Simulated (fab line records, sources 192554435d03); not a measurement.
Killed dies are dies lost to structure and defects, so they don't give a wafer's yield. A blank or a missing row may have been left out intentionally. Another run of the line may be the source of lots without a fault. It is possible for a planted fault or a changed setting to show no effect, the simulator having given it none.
Matching of chambers / flow n5-finfet / rie-si-01 running N5_FIN_SAQP_MANDREL_ETCH_58: 4 sister chambers
The step etches a-Si in HBr/Cl2, stops on SiNx, target depth 45 nm, bt time 10 s, time 27 s. 4 wafers are shown with their chamber, then 7 later ones without.

== WAFERS WITH THEIR CHAMBER ==
wafer=L206.3; chamber=3; drypump-motor-current-A (A)=5.5
wafer=L206.5; chamber=1; drypump-motor-current-A (A)=5.5
wafer=L208.2; chamber=2; drypump-motor-current-A (A)=5.5
wafer=L208.5; chamber=0; drypump-motor-current-A (A)=6.6

== WAFERS WITHOUT THEIR CHAMBER ==
wafer=L208.6; drypump-motor-current-A (A)=5.5
wafer=L211.3; drypump-motor-current-A (A)=5.5
wafer=L211.4; drypump-motor-current-A (A)=6.7
wafer=L211.6; drypump-motor-current-A (A)=5.4
wafer=L217.4; drypump-motor-current-A (A)=5.4
wafer=L217.5; drypump-motor-current-A (A)=5.5
wafer=L217.6; drypump-motor-current-A (A)=5.5

== CHAMBER TAKEN BY EACH ==
wafer=L208.6; from the rows above=can't be placed: 1 or 2 or 3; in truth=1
wafer=L211.3; from the rows above=can't be placed: 1 or 2 or 3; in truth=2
wafer=L211.4; from the rows above=0; in truth=0
wafer=L211.6; from the rows above=can't be placed: 1 or 2 or 3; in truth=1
wafer=L217.4; from the rows above=can't be placed: 1 or 2 or 3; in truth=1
wafer=L217.5; from the rows above=can't be placed: 1 or 2 or 3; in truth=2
wafer=L217.6; from the rows above=can't be placed: 1 or 2 or 3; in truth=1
Correct placement for 1 of the 7. Unplaceable from these rows: 6, with the true chamber sitting among the candidates in 6. Wrongly placed: 0.
How it was worked out, from the rows above alone: a wafer's distance from a chamber is the root of the sum, over the readings, of the square of ((its reading less the chamber's mean) divided by the reading's scatter). The wafer belongs to the nearest chamber; if the next one is less than 2 further off, it can't be placed. Each chamber's mean is taken over the wafers shown for it. The scatter (one wafer shown for each chamber): square how far every hidden wafer sits from the nearest shown wafer, average those squares and take the square root.
